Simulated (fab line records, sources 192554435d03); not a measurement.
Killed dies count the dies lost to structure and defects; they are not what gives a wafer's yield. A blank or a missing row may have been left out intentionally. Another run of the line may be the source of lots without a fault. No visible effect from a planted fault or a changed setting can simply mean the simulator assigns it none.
The tool behind it: which one? + flow n5_finfet + route of 1938 steps, sampled at 1 step: 11 lots, 33 wafers

## WHAT EACH GAUGE READ, for each wafer
N5_BEOL_M11_INSPECT_30: inspects for defects (brightfield). Usual: 434 for raw_defect_count, sd 110.
| lot  | measured     | on                | raw_defect_count | flag |
|------|--------------|-------------------|------------------|------|
| L543 | day 10 12:19 | defect_inspect-02 | 322 329 262      |      |
| L546 | day 11 06:44 | defect_inspect-01 | 465 510 592      |      |
| L547 | day 11 13:14 | defect_inspect-01 | 262 323 494      |      |
| L553 | day 12 08:17 | defect_inspect-02 | 380 384 473      |      |
| L549 | day 12 08:28 | defect_inspect-01 | 376 432 450      |      |
| L559 | day 14 09:11 | defect_inspect-01 | 435 301 405      |      |
| L564 | day 15 03:30 | defect_inspect-01 | 447 496 576      |      |
| L562 | day 15 07:47 | defect_inspect-01 | 487 533 456      |      |
| L563 | day 15 15:01 | defect_inspect-02 | 292 294 303      |      |
| L565 | day 16 01:03 | defect_inspect-02 | 601 517 493      |      |
| L560 | day 16 19:40 | defect_inspect-02 | 354 521 483      |      |

## WHAT TOOL EACH LOT RAN ON (gives the tool, then ch and the chambers of the sampled wafers, and finally the start)
The record shows no process step preceding these readings.

## AS READ BY THE TOOLS THEMSELVES (means over the sampled wafers that have a number; for cases with no such wafer, the mark the record gives instead)
The record holds no such reading with a usual standard deviation.

## THE ANSWER, worked out from the rows above alone
Rule: a lot is off if the mean of its wafers that have a number lies more than 3 standard deviations from the usual mean. A lot without any number at a reading at which 4 lots or more have one is off too. Where the step has rows for the other lots, those lots are counted as sound. The gauges are gone through in route order, then the tools' own readings, and for those a lot's mean is taken as printed above. The first step at which some lot is off is used, and at that step the reading that is off furthest; a lot without a number counts as furthest.
No lot is off on any of the readings shown, so nothing can be concluded from this.

## WHAT HAD BEEN PUT IN BY THE SIMULATOR
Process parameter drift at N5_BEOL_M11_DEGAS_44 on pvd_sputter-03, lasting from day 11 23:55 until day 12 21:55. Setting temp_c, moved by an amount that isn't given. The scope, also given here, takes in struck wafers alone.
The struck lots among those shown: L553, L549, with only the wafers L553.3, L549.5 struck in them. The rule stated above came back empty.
